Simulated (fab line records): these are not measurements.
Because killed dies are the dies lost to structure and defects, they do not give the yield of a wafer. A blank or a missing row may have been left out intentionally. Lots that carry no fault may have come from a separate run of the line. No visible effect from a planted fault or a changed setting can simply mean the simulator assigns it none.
The tool behind it: which one? + flow nand harc + 72 wafers from 24 lots sampled at 6 of the route's 1159 steps

== WHAT EACH GAUGE READ, for each wafer ==
NHARC_A_SGD_CUT_CD_MEAS_09: the cd target is 100 nm. Usual: cd nm at 100.0 nm, with a standard deviation of 0.37.
| lot  | measured     | on        | cd nm (nm)        | flag |
|------|--------------|-----------|-------------------|------|
| L074 | day 14 04:40 | cd sem-03 | 100.3 99.7 99.5   |      |
| L075 | day 14 09:14 | cd sem-01 | 100.0 100.5 99.9  |      |
| L076 | day 14 09:41 | cd sem-01 | 99.8 100.5 99.7   |      |
| L078 | day 14 09:32 | cd sem-02 | 99.7 99.6 99.7    |      |
| L077 | day 14 12:43 | cd sem-02 | 99.3 99.6 99.9    |      |
| L079 | day 15 03:26 | cd sem-03 | 99.7 99.7 99.6    |      |
| L080 | day 15 09:20 | cd sem-02 | 99.7 100.1 99.8   |      |
| L081 | day 15 05:08 | cd sem-01 | 100.6 100.0 99.4  |      |
| L082 | day 15 23:49 | cd sem-03 | 99.6 100.0 99.8   |      |
| L084 | day 16 11:23 | cd sem-03 | 99.7 99.9 99.8    |      |
| L083 | day 16 11:07 | cd sem-01 | 100.6 100.5 100.1 |      |
| L086 | day 17 10:32 | cd sem-01 | 100.0 100.4 100.1 |      |
| L088 | day 17 10:47 | cd sem-01 | 99.6 99.4 99.3    |      |
| L087 | day 17 18:17 | cd sem-03 | 100.1 100.6 99.9  |      |
| L085 | day 18 03:52 | cd sem-02 | 100.2 100.5 99.9  |      |
| L091 | day 18 10:50 | cd sem-01 | 99.8 100.1 99.8   |      |
| L089 | day 18 10:12 | cd sem-01 | 100.7 100.3 99.7  |      |
| L090 | day 18 09:24 | cd sem-02 | 99.7 100.0 100.2  |      |
| L092 | day 18 10:31 | cd sem-01 | 99.8 100.2 100.2  |      |
| L093 | day 18 08:55 | cd sem-01 | 100.3 99.7 100.2  |      |
| L095 | day 18 09:11 | cd sem-01 | 99.4 100.0 100.0  |      |
| L094 | day 19 01:05 | cd sem-03 | 99.6 99.8 100.1   |      |
| L096 | day 19 05:46 | cd sem-02 | 100.2 100.5 100.5 |      |
| L097 | day 19 05:36 | cd sem-02 | 100.1 100.6 100.5 |      |

NHARC_A_CONTACT_CD_MEAS_80. Usual: cd nm at 189.2 nm, with a standard deviation of 0.74.
| lot  | measured     | on        | cd nm (nm)        | flag |
|------|--------------|-----------|-------------------|------|
| L074 | day 17 03:56 | cd sem-03 | 190.1 190.0 189.8 |      |
| L075 | day 17 08:05 | cd sem-01 | 189.3 189.3 189.4 |      |
| L076 | day 17 14:55 | cd sem-03 | 189.2 188.7 189.1 |      |
| L078 | day 17 04:42 | cd sem-02 | 188.1 188.2 188.3 |      |
| L077 | day 17 23:00 | cd sem-01 | 189.2 189.7 189.3 |      |
| L079 | day 18 04:07 | cd sem-01 | 187.8 188.2 188.4 |      |
| L080 | day 18 17:36 | cd sem-01 | 189.0 188.7 188.9 |      |
| L081 | day 18 12:08 | cd sem-02 | 190.0 189.9 190.2 |      |
| L082 | day 19 04:37 | cd sem-02 | 189.2 189.5 189.4 |      |
| L084 | day 19 07:08 | cd sem-01 | 189.0 189.2 189.6 |      |
| L083 | day 19 07:52 | cd sem-03 | 190.3 189.9 190.2 |      |
| L086 | day 20 12:19 | cd sem-02 | 186.7 187.3 187.8 |      |
| L088 | day 20 11:36 | cd sem-01 | 189.2 189.0 189.2 |      |
| L087 | day 20 19:02 | cd sem-03 | 189.1 189.1 188.9 |      |
| L085 | day 21 01:59 | cd sem-03 | 189.5 189.1 189.4 |      |
| L091 | day 21 17:57 | cd sem-01 | 189.1 189.7 189.6 |      |
| L089 | day 22 03:52 | cd sem-01 | 189.7 189.6 189.4 |      |
| L090 | day 21 05:18 | cd sem-02 | 189.7 189.8 189.6 |      |
| L092 | day 22 01:07 | cd sem-03 | 188.9 189.3 189.4 |      |
| L093 | day 21 08:49 | cd sem-03 | 189.9 189.3 189.1 |      |
| L095 | day 21 19:19 | cd sem-03 | 189.6 190.4 189.3 |      |
| L094 | day 22 06:08 | cd sem-02 | 189.6 189.8 190.0 |      |
| L096 | day 22 12:29 | cd sem-02 | 190.4 189.9 189.7 |      |
| L097 | day 22 10:43 | cd sem-02 | 188.8 188.9 189.7 |      |

== WHAT TOOL EACH LOT RAN ON (gives the tool, then ch and the chambers of the sampled wafers, and finally the start) ==
| lot  | NHARC_A_STAIRCASE_STRIP_316                   | NHARC_A_STAIRCASE_ALD_420        | NHARC_A_CONTACT_ETCH_117             | NHARC_A_CONTACT_ETCH_77                       |
|------|-----------------------------------------------|----------------------------------|--------------------------------------|-----------------------------------------------|
| L074 | rie diel-05 ch 0,3, day 12 13:13 or earlier   | ald hk-02 ch 1,2, day 12 13:13   | har cap etch-03 ch 0,1, day 16 17:34 | rie diel-11 ch 0,1, day 17 03:56 or earlier   |
| L075 | rie diel-05 ch 1,2, day 12 18:49 or earlier   | ald hk-04 ch 0,2,3, day 12 18:49 | har cap etch-02 ch 0,1, day 16 23:45 | rie diel-03 ch 1,2, day 17 08:05 or earlier   |
| L076 | rie diel-05 ch 0,2,3, day 12 21:38 or earlier | ald hk-03 ch 0,1,2, day 12 21:38 | har cap etch-01 ch 0,1, day 17 06:20 | rie diel-11 ch 0,1, day 17 14:55 or earlier   |
| L078 | rie diel-11 ch 1,2,3, day 12 22:55 or earlier | ald hk-03 ch 0,1,2, day 12 22:55 | har cap etch-01 ch 0,1, day 16 19:35 | rie diel-04 ch 1,2,3, day 17 04:42 or earlier |
| L077 | rie diel-05 ch 0,2,3, day 13 01:34 or earlier | ald hk-04 ch 1,2,3, day 13 01:34 | har cap etch-01 ch 0,1, day 17 14:37 | rie diel-04 ch 0,1,3, day 17 23:00 or earlier |
| L079 | rie diel-05 ch 1,3, day 13 10:05 or earlier   | ald hk-03 ch 0,1,2, day 13 10:05 | har cap etch-03 ch 0,1, day 17 20:01 | rie diel-11 ch 1,2,3, day 18 04:07 or earlier |
| L080 | rie diel-11 ch 0,2,3, day 13 14:07 or earlier | ald hk-04 ch 0,1,2, day 13 14:07 | har cap etch-02 ch 0,1, day 18 08:23 | rie diel-04 ch 0,1,2, day 18 17:36 or earlier |
| L081 | rie diel-11 ch 1,2, day 13 14:16 or earlier   | ald hk-03 ch 0,1, day 13 14:16   | har cap etch-02 ch 0,1, day 18 01:30 | rie diel-11 ch 2,3, day 18 12:08 or earlier   |
| L082 | rie diel-04 ch 1,3, day 14 05:41 or earlier   | ald hk-04 ch 0,2, day 14 05:41   | har cap etch-03 ch 0,1, day 18 16:08 | rie diel-03 ch 0,1,2, day 19 04:37 or earlier |
| L084 | rie diel-05 ch 0,1, day 14 17:50 or earlier   | ald hk-02 ch 0,1,2, day 14 17:50 | har cap etch-03 ch 0,1, day 18 22:02 | rie diel-03 ch 1,3, day 19 07:08 or earlier   |
| L083 | rie diel-04 ch 0,2,3, day 14 18:40 or earlier | ald hk-04 ch 0,2,3, day 14 18:40 | har cap etch-02 ch 0,1, day 18 22:24 | rie diel-03 ch 0,3, day 19 07:52 or earlier   |
| L086 | rie diel-11 ch 0,1,3, day 15 18:08 or earlier | ald hk-03 ch 0,1,2, day 15 18:08 | har cap etch-02 ch 0,1, day 20 04:09 | rie diel-03 ch 0,1,3, day 20 12:19 or earlier |
| L088 | rie diel-11 ch 0,2,3, day 15 18:37 or earlier | ald hk-02 ch 0,2,3, day 15 18:37 | har cap etch-03 ch 0,1, day 20 03:20 | rie diel-11 ch 0,1,2, day 20 11:36 or earlier |
| L087 | rie diel-05 ch 2,3, day 15 22:56 or earlier   | ald hk-03 ch 2,3, day 15 22:56   | har cap etch-01 ch 0,1, day 20 08:04 | rie diel-03 ch 0,3, day 20 19:02 or earlier   |
| L085 | rie diel-05 ch 0,2,3, day 16 09:24 or earlier | ald hk-02 ch 0,2,3, day 16 09:24 | har cap etch-01 ch 0,1, day 20 16:40 | rie diel-03 ch 1,2, day 21 01:59 or earlier   |
| L091 | rie diel-05 ch 0,2,3, day 16 15:54 or earlier | ald hk-03 ch 0,1,2, day 16 15:54 | har cap etch-02 ch 0,1, day 21 04:55 | rie diel-04 ch 0,2,3, day 21 17:57 or earlier |
| L089 | rie diel-05 ch 2,3, day 16 14:47 or earlier   | ald hk-03 ch 2,3, day 16 14:47   | har cap etch-01 ch 0,1, day 21 13:02 | rie diel-11 ch 1,3, day 22 03:52 or earlier   |
| L090 | rie diel-05 ch 0,3, day 16 20:50 or earlier   | ald hk-04 ch 1,2,3, day 16 20:50 | har cap etch-02 ch 0,1, day 20 18:28 | rie diel-11 ch 1,2,3, day 21 05:18 or earlier |
| L092 | rie diel-05 ch 2,3, day 16 20:49 or earlier   | ald hk-03 ch 0,1,2, day 16 20:49 | har cap etch-03 ch 0,1, day 21 12:51 | rie diel-04 ch 0,2,3, day 22 01:07 or earlier |
| L093 | rie diel-05 ch 0,2,3, day 16 23:19 or earlier | ald hk-03 ch 0,1,3, day 16 23:19 | har cap etch-01 ch 0,1, day 20 20:19 | rie diel-03 ch 1,2,3, day 21 08:49 or earlier |
| L095 | rie diel-04 ch 0,3, day 16 23:38 or earlier   | ald hk-04 ch 0,2,3, day 16 23:38 | har cap etch-03 ch 0,1, day 21 06:56 | rie diel-03 ch 1,2,3, day 21 19:19 or earlier |
| L094 | rie diel-05 ch 2,3, day 17 07:22 or earlier   | ald hk-03 ch 0,1,2, day 17 07:22 | har cap etch-02 ch 0,1, day 21 18:09 | rie diel-03 ch 1,2, day 22 06:08 or earlier   |
| L096 | rie diel-05 ch 1,3, day 17 14:57 or earlier   | ald hk-02 ch 0,2, day 17 14:57   | har cap etch-03 ch 0,1, day 22 03:13 | rie diel-04 ch 0,2, day 22 12:29 or earlier   |
| L097 | rie diel-04 ch 0,2, day 17 21:25 or earlier   | ald hk-04 ch 0,1,2, day 17 21:25 | har cap etch-01 ch 0,1, day 21 23:28 | rie diel-11 ch 1,2, day 22 10:43 or earlier   |
- NHARC_A_STAIRCASE_STRIP_316: strips in O2.
- NHARC_A_STAIRCASE_ALD_420: deposits SiO2, target thk 20 nm, pulse time 6 s, ald cycles 200.
- NHARC_A_CONTACT_ETCH_117: etches the open film in C4F8/O2/Ar, time 94 s, target depth 922 nm.
- NHARC_A_CONTACT_ETCH_77: etches the open film in CF4/CHF3, target depth 72.6 nm, time 36.3 s.

== WHAT THE TOOLS THEMSELVES READ (means of the sampled wafers that have a number; where no wafer has one, the mark that the record gives instead) ==
NHARC_A_STAIRCASE_STRIP_316. Usual: drypump motor current A 5.8 A, standard deviation 0.31; oes product au 1.004 a.u., standard deviation 0.0088; rf vpp V 57.7 V, standard deviation 0.86; showerhead plenum p Torr 3.51 Torr, standard deviation 0.11; throttle valve pct 17.036 %, standard deviation 0.009.
| lot  | tool        | drypump motor current A (A) | oes product au (a.u.) | rf vpp V (V) | showerhead plenum p Torr (Torr) | throttle valve pct (%) | flag |
|------|-------------|-----------------------------|-----------------------|--------------|---------------------------------|------------------------|------|
| L074 | rie diel-05 | 6.0                         | 0.998                 | 56.9         | 3.42                            | 17.028                 |      |
| L075 | rie diel-05 | 5.7                         | 1.014                 | 58.6         | 3.55                            | 17.036                 |      |
| L076 | rie diel-05 | 5.9                         | 1.005                 | 59.3         | 3.46                            | 17.029                 |      |
| L078 | rie diel-11 | 5.8                         | 1.008                 | 57.9         | 3.66                            | 17.031                 |      |
| L077 | rie diel-05 | 5.8                         | 1.007                 | 57.3         | 3.46                            | 17.044                 |      |
| L079 | rie diel-05 | 6.0                         | 1.002                 | 58.0         | 3.45                            | 17.037                 |      |
| L080 | rie diel-11 | 5.8                         | 1.004                 | 57.6         | 3.63                            | 17.036                 |      |
| L081 | rie diel-11 | 5.9                         | 1.002                 | 57.8         | 3.71                            | 17.032                 |      |
| L082 | rie diel-04 | 5.8                         | 1.001                 | 57.3         | 3.53                            | 17.037                 |      |
| L084 | rie diel-05 | 6.0                         | 1.009                 | 58.5         | 3.61                            | 17.031                 |      |
| L083 | rie diel-04 | 6.0                         | 1.006                 | 57.7         | 3.53                            | 17.043                 |      |
| L086 | rie diel-11 | 5.6                         | 1.007                 | 58.1         | 3.57                            | 17.038                 |      |
| L088 | rie diel-11 | 5.7                         | 1.004                 | 57.8         | 3.62                            | 17.029                 |      |
| L087 | rie diel-05 | 5.6                         | 0.997                 | 57.6         | 3.43                            | 17.045                 |      |
| L085 | rie diel-05 | 5.8                         | 0.994                 | 57.3         | 3.45                            | 17.029                 |      |
| L091 | rie diel-05 | 5.9                         | 0.995                 | 57.9         | 3.44                            | 17.035                 |      |
| L089 | rie diel-05 | 5.6                         | 1.009                 | 57.8         | 3.42                            | 17.043                 |      |
| L090 | rie diel-05 | 6.0                         | 0.988                 | 57.4         | 3.40                            | 17.035                 |      |
| L092 | rie diel-05 | 5.8                         | 1.008                 | 56.6         | 3.38                            | 17.035                 |      |
| L093 | rie diel-05 | 5.8                         | 1.010                 | 58.0         | 3.44                            | 17.039                 |      |
| L095 | rie diel-04 | 6.1                         | 1.015                 | 57.7         | 3.56                            | 17.037                 |      |
| L094 | rie diel-05 | 5.8                         | 0.997                 | 57.8         | 3.38                            | 17.041                 |      |
| L096 | rie diel-05 | 6.0                         | 0.994                 | 57.6         | 3.43                            | 17.050                 |      |
| L097 | rie diel-04 | 5.8                         | 1.004                 | 58.1         | 3.53                            | 17.031                 |      |

NHARC_A_STAIRCASE_ALD_420. Usual: heater power w 470 W, standard deviation 47; precursor pulse height rel 0.999, standard deviation 0.018.
| lot  | tool      | heater power w (W) | precursor pulse height rel | flag |
|------|-----------|--------------------|----------------------------|------|
| L074 | ald hk-02 | 433                | 0.986                      |      |
| L075 | ald hk-04 | 455                | 1.003                      |      |
| L076 | ald hk-03 | 507                | 1.022                      |      |
| L078 | ald hk-03 | 518                | 0.999                      |      |
| L077 | ald hk-04 | 459                | 0.973                      |      |
| L079 | ald hk-03 | 523                | 0.990                      |      |
| L080 | ald hk-04 | 441                | 0.995                      |      |
| L081 | ald hk-03 | 493                | 1.002                      |      |
| L082 | ald hk-04 | 437                | 0.994                      |      |
| L084 | ald hk-02 | 444                | 1.001                      |      |
| L083 | ald hk-04 | 453                | 0.988                      |      |
| L086 | ald hk-03 | 503                | 1.007                      |      |
| L088 | ald hk-02 | 488                | 0.998                      |      |
| L087 | ald hk-03 | 465                | 0.992                      |      |
| L085 | ald hk-02 | 485                | 1.008                      |      |
| L091 | ald hk-03 | 491                | 0.989                      |      |
| L089 | ald hk-03 | 504                | 1.004                      |      |
| L090 | ald hk-04 | 459                | 1.013                      |      |
| L092 | ald hk-03 | 494                | 1.000                      |      |
| L093 | ald hk-03 | 454                | 1.002                      |      |
| L095 | ald hk-04 | 452                | 1.026                      |      |
| L094 | ald hk-03 | 495                | 1.000                      |      |
| L096 | ald hk-02 | 468                | 0.984                      |      |
| L097 | ald hk-04 | 439                | 0.995                      |      |

NHARC_A_CONTACT_ETCH_77. Usual: drypump motor current A 5.7 A, standard deviation 0.38; oes product au 0.943 a.u., standard deviation 0.023; rf vpp V 371.1 V, standard deviation 2.1; showerhead plenum p Torr 1.59 Torr, standard deviation 0.056; throttle valve pct 16.803 %, standard deviation 0.0091.
| lot  | tool        | drypump motor current A (A) | oes product au (a.u.) | rf vpp V (V) | showerhead plenum p Torr (Torr) | throttle valve pct (%) | flag |
|------|-------------|-----------------------------|-----------------------|--------------|---------------------------------|------------------------|------|
| L074 | rie diel-11 | 5.4                         | 0.980                 | 371.1        | 1.59                            | 16.810                 |      |
| L075 | rie diel-03 | 5.4                         | 0.924                 | 373.2        | 1.64                            | 16.798                 |      |
| L076 | rie diel-11 | 5.4                         | 0.921                 | 370.6        | 1.59                            | 16.801                 |      |
| L078 | rie diel-04 | 5.6                         | 0.928                 | 370.1        | 1.55                            | 16.809                 |      |
| L077 | rie diel-04 | 5.7                         | 0.932                 | 371.1        | 1.58                            | 16.802                 |      |
| L079 | rie diel-11 | 5.8                         | 0.979                 | 372.1        | 1.62                            | 16.806                 |      |
| L080 | rie diel-04 | 5.5                         | 0.926                 | 370.1        | 1.55                            | 16.801                 |      |
| L081 | rie diel-11 | 6.0                         | 0.936                 | 373.5        | 1.65                            | 16.806                 |      |
| L082 | rie diel-03 | 5.4                         | 0.971                 | 371.6        | 1.59                            | 16.789                 |      |
| L084 | rie diel-03 | 5.8                         | 0.925                 | 372.9        | 1.65                            | 16.802                 |      |
| L083 | rie diel-03 | 6.1                         | 0.924                 | 370.1        | 1.57                            | 16.800                 |      |
| L086 | rie diel-03 | 5.8                         | 0.925                 | 371.6        | 1.59                            | 16.811                 |      |
| L088 | rie diel-11 | 5.6                         | 0.972                 | 371.7        | 1.60                            | 16.800                 |      |
| L087 | rie diel-03 | 5.7                         | 0.945                 | 369.1        | 1.53                            | 16.811                 |      |
| L085 | rie diel-03 | 5.5                         | 0.930                 | 373.6        | 1.65                            | 16.809                 |      |
| L091 | rie diel-04 | 5.9                         | 0.955                 | 369.2        | 1.56                            | 16.809                 |      |
| L089 | rie diel-11 | 5.8                         | 0.935                 | 370.7        | 1.59                            | 16.817                 |      |
| L090 | rie diel-11 | 5.8                         | 0.974                 | 373.2        | 1.62                            | 16.800                 |      |
| L092 | rie diel-04 | 5.9                         | 0.963                 | 369.6        | 1.56                            | 16.805                 |      |
| L093 | rie diel-03 | 5.7                         | 0.915                 | 372.6        | 1.64                            | 16.799                 |      |
| L095 | rie diel-03 | 5.8                         | 0.968                 | 372.5        | 1.64                            | 16.805                 |      |
| L094 | rie diel-03 | 5.5                         | 0.948                 | 372.3        | 1.64                            | 16.804                 |      |
| L096 | rie diel-04 | 5.8                         | 0.920                 | 370.1        | 1.57                            | 16.799                 |      |
| L097 | rie diel-11 | 5.7                         | 0.927                 | 371.6        | 1.61                            | 16.804                 |      |

== THE ANSWER, worked out from the rows above alone ==
Rule: lot off if the mean of its wafers having a number is beyond 3 standard deviations from the usual mean. Also off: a lot with no number at a reading for which 4 or more lots have one. Any other lot the step has rows for is counted as sound. Order of review: gauges by route order, followed by the tools' own readings, for which a lot's mean as printed above is used. The first step at which some lot is off is used, and at that step the reading that is off furthest; a lot without a number counts as furthest.
None of the lots is off at any reading shown; this tells nothing.

== WHAT THE SIMULATOR HAD INSERTED ==
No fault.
